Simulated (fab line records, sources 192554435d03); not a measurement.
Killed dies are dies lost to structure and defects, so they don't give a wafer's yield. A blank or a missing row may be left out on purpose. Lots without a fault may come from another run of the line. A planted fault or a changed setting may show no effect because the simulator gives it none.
Which tool did it? | flow n5_finfet | 10 lots, 30 wafers sampled, at 5 steps of a route of 1938

WHAT THE GAUGES READ, wafer by wafer
N5_BEOL_M0_SAQP_OVL_MEAS_15.
lot  | measured     | on         | M0_CORE_OVL (nm)
L802 | day 6 09:10  | overlay-02 | 0.7 1.5 0.0
L801 | day 6 09:20  | overlay-02 | 0.3 -0.5 -0.5
L806 | day 7 00:53  | overlay-01 | 0.4 -1.4 -0.3
L807 | day 7 04:13  | overlay-01 | 0.4 0.5 1.0
L809 | day 7 18:13  | overlay-01 | 1.5 1.2 0.5
L810 | day 8 00:00  | overlay-02 | 0.1 0.2 0.3
L818 | day 10 00:02 | overlay-02 | -0.7 -0.7 -0.5
L819 | day 10 04:30 | overlay-01 | -0.2 1.3 -0.8
L821 | day 10 16:50 | overlay-02 | 0.8 1.2 0.5
L822 | day 11 02:25 | overlay-02 | -0.5 -0.7 -0.6

N5_BEOL_M0_SAQP_CD_MEAS_40: target cd 30 nm.
lot  | measured     | on        | cd_nm (nm)
L802 | day 6 14:20  | cd_sem-03 | 30.13 30.46 30.45
L801 | day 6 14:49  | cd_sem-03 | 30.40 30.20 30.07
L806 | day 7 05:25  | cd_sem-01 | 30.24 30.28 30.36
L807 | day 7 09:28  | cd_sem-02 | 29.64 29.70 30.27
L809 | day 7 22:44  | cd_sem-01 | 30.14 29.92 29.93
L810 | day 8 03:56  | cd_sem-03 | 30.40 30.20 30.08
L818 | day 10 03:44 | cd_sem-01 | 29.91 30.08 30.03
L819 | day 10 08:49 | cd_sem-01 | 29.96 29.69 29.97
L821 | day 10 21:03 | cd_sem-03 | 29.85 29.93 30.10
L822 | day 11 07:12 | cd_sem-02 | 29.94 30.26 30.05

N5_BEOL_M4_RC_MEAS_101.
lot  | measured     | on        | DIBL_N (mV/V)  | DIBL_P (mV/V)  | IOFF_N (nA/um) | IOFF_P (nA/um) | ION_N (uA/um) | ION_P (uA/um) | SS_N (mV/dec)  | SS_P (mV/dec)  | VT_N (mV)   | VT_P (mV)
L802 | day 8 18:32  | prober-01 | 36.6 36.1 38.4 | 33.7 33.6 36.9 | 0.13 0.13 0.17 | 0.17 0.18 0.22 | 661 668 687   | 458 455 471   | 71.9 70.7 72.0 | 72.1 72.0 73.1 | 251 251 245 | -253.6 -250.0 -247.1
L801 | day 8 23:19  | prober-02 | 37.5 39.7 38.2 | 37.7 40.1 38.4 | 0.16 0.20 0.17 | 0.22 0.25 0.23 | 672 676 673   | 459 464 461   | 71.8 72.6 72.1 | 74.5 74.9 74.8 | 248 248 250 | -247.8 -246.5 -249.2
L806 | day 9 09:58  | prober-02 | 37.3 36.1 35.4 | 35.9 35.1 33.9 | 0.20 0.18 0.17 | 0.24 0.24 0.21 | 665 679 689   | 450 467 470   | 71.8 71.3 71.3 | 73.2 73.1 73.8 | 244 249 246 | -250.3 -250.9 -248.8
L807 | day 10 07:19 | prober-01 | 36.5 38.1 37.2 | 35.9 39.1 37.3 | 0.14 0.18 0.16 | 0.19 0.24 0.21 | 661 683 671   | 453 469 459   | 72.5 72.6 72.4 | 72.6 73.7 73.2 | 251 249 249 | -252.4 -247.1 -249.2
L818 | day 12 10:17 | prober-02 | 35.3 35.1 36.7 | 33.9 33.6 35.6 | 0.13 0.13 0.15 | 0.20 0.19 0.23 | 667 671 679   | 463 464 470   | 70.7 70.4 71.5 | 72.7 72.4 73.3 | 253 252 249 | -247.5 -250.6 -247.3
L819 | day 13 08:45 | prober-02 | 36.0 32.4 38.2 | 36.4 33.5 40.1 | 0.16 0.12 0.22 | 0.20 0.16 0.26 | 654 668 693   | 452 463 474   | 72.2 70.2 72.2 | 73.7 72.5 73.2 | 251 250 244 | -253.1 -252.6 -248.4
L821 | day 13 09:34 | prober-01 | 39.5 36.8 34.2 | 41.0 37.8 34.2 | 0.23 0.18 0.12 | 0.29 0.24 0.17 | 697 688 664   | 475 464 459   | 71.6 71.4 71.0 | 74.7 73.5 72.8 | 243 246 254 | -246.4 -246.8 -250.7
L822 | day 13 21:25 | prober-01 | 38.1 37.5 37.7 | 41.2 39.5 39.4 | 0.24 0.21 0.21 | 0.30 0.26 0.26 | 691 684 661   | 474 467 449   | 72.1 71.8 72.3 | 73.9 74.3 74.0 | 243 248 247 | -243.0 -246.6 -245.4

WHICH TOOL RAN EACH LOT (tool, then ch and the chambers of the sampled wafers, then the start)
lot  | N5_BEOL_M0_SAQP_ALD_48            | N5_BEOL_M0_CUTY_DESCUM_61
L802 | ald_sin-02 ch 1,2,3, day 6 15:22  | rie_diel-05 ch 0,1, day 6 16:40
L801 | ald_sin-04 ch 0,1, day 6 15:58    | rie_diel-05 ch 0,1,3, day 6 17:08
L806 | ald_sin-02 ch 0,2,3, day 7 05:59  | rie_diel-06 ch 0,1,3, day 7 07:08
L807 | ald_sin-03 ch 0,1,2, day 7 10:07  | rie_diel-06 ch 0,1,3, day 7 11:47
L809 | ald_sin-02 ch 0,2,3, day 7 23:08  | -
L810 | ald_sin-02 ch 0,1,2, day 8 05:38  | -
L818 | ald_sin-02 ch 0,1,2, day 10 04:08 | rie_diel-05 ch 0,2,3, day 10 05:33
L819 | ald_sin-02 ch 0,1,2, day 10 09:19 | rie_diel-01 ch 0,1,2, day 10 10:43
L821 | ald_sin-02 ch 0,3, day 10 21:31   | rie_diel-06 ch 1,2,3, day 10 22:38
L822 | ald_sin-02 ch 2,3, day 11 07:36   | rie_diel-01 ch 2,3, day 11 08:47
- N5_BEOL_M0_SAQP_ALD_48: deposits SiO2, target thk 20 nm, pulse time 1 s, co reactant pulse time 1 s.
- N5_BEOL_M0_CUTY_DESCUM_61: chemistry O2, time 7.9 s.

WHAT THE TOOLS THEMSELVES READ (means of the sampled wafers that have a number; where no wafer has one, the mark that the record gives instead)
N5_BEOL_M0_SAQP_ALD_48.
lot  | tool       | chamber_pressure_Torr (Torr) | heater_power_w (W) | precursor_pulse_height_rel
L802 | ald_sin-02 | 2.004                        | 74                 | 1.010
L801 | ald_sin-04 | 2.000                        | 73                 | 1.008
L806 | ald_sin-02 | 2.000                        | 75                 | 1.010
L807 | ald_sin-03 | 1.999                        | 73                 | 0.995
L809 | ald_sin-02 | -                            | -                  | -
L810 | ald_sin-02 | -                            | -                  | -
L818 | ald_sin-02 | 2.001                        | 81                 | 1.021
L819 | ald_sin-02 | 1.998                        | 81                 | 0.983
L821 | ald_sin-02 | 1.995                        | 73                 | 1.009
L822 | ald_sin-02 | 1.997                        | 70                 | 0.999

N5_BEOL_M0_CUTY_DESCUM_61.
lot  | tool        | chamber_pressure_mTorr (mTorr) | drypump_motor_current_A (A) | oes_product_au (a.u.) | rf_vpp_V (V) | showerhead_plenum_p_Torr (Torr) | throttle_valve_pct (%)
L802 | rie_diel-05 | 20.009                         | 5.5                         | 0.74                  | 243.7        | 2.13                            | 20.55
L801 | rie_diel-05 | 19.991                         | 6.0                         | 0.76                  | 242.9        | 2.07                            | 20.54
L806 | rie_diel-06 | 20.028                         | 5.7                         | 0.73                  | 242.9        | 2.06                            | 20.49
L807 | rie_diel-06 | 20.009                         | 5.7                         | 0.72                  | 242.7        | 2.06                            | 20.49
L818 | rie_diel-05 | 19.998                         | 5.9                         | 0.71                  | 243.4        | 2.08                            | 20.55
L819 | rie_diel-01 | 20.004                         | 6.1                         | 0.80                  | 244.5        | 2.13                            | 20.36
L821 | rie_diel-06 | 19.992                         | 5.3                         | 0.83                  | 242.5        | 2.05                            | 20.19
L822 | rie_diel-01 | 20.015                         | 6.2                         | 0.89                  | 243.0        | 2.12                            | 20.18

THE ANSWER, worked out from the rows above alone
Rule: what is usual is taken from the lots themselves. Put in order of their means at a reading, lots are off if they are a third of the lots or fewer, leave a main group of 4 or more, and stand apart from it by a gap of 3 or more times the standard deviation of the main group's means; of several such gaps the widest counts. A main group whose means are all the same, to the digits that the tables above print for the reading, isn't used. A lot without any number at a reading at which 4 lots or more have one is off too. The other lots that the step has rows for count as sound. The gauges are gone through in route order, then the tools' own readings, and for those a lot's mean is taken as printed above. The first step at which some lot is off is used, and at that step the reading that is off furthest; a lot without a number counts as furthest.
Off: L809, L810, at N5_BEOL_M0_SAQP_ALD_48 (chamber_pressure_Torr). Without a number there: L809, L810. The main group: mean 1.999 Torr, standard deviation 0.0025.
A tool fits if, at that step or a process step before it, it ran every lot that is off, and no sound lot after the first of them. None of those tried fits.

WHAT THE SIMULATOR HAD PUT IN
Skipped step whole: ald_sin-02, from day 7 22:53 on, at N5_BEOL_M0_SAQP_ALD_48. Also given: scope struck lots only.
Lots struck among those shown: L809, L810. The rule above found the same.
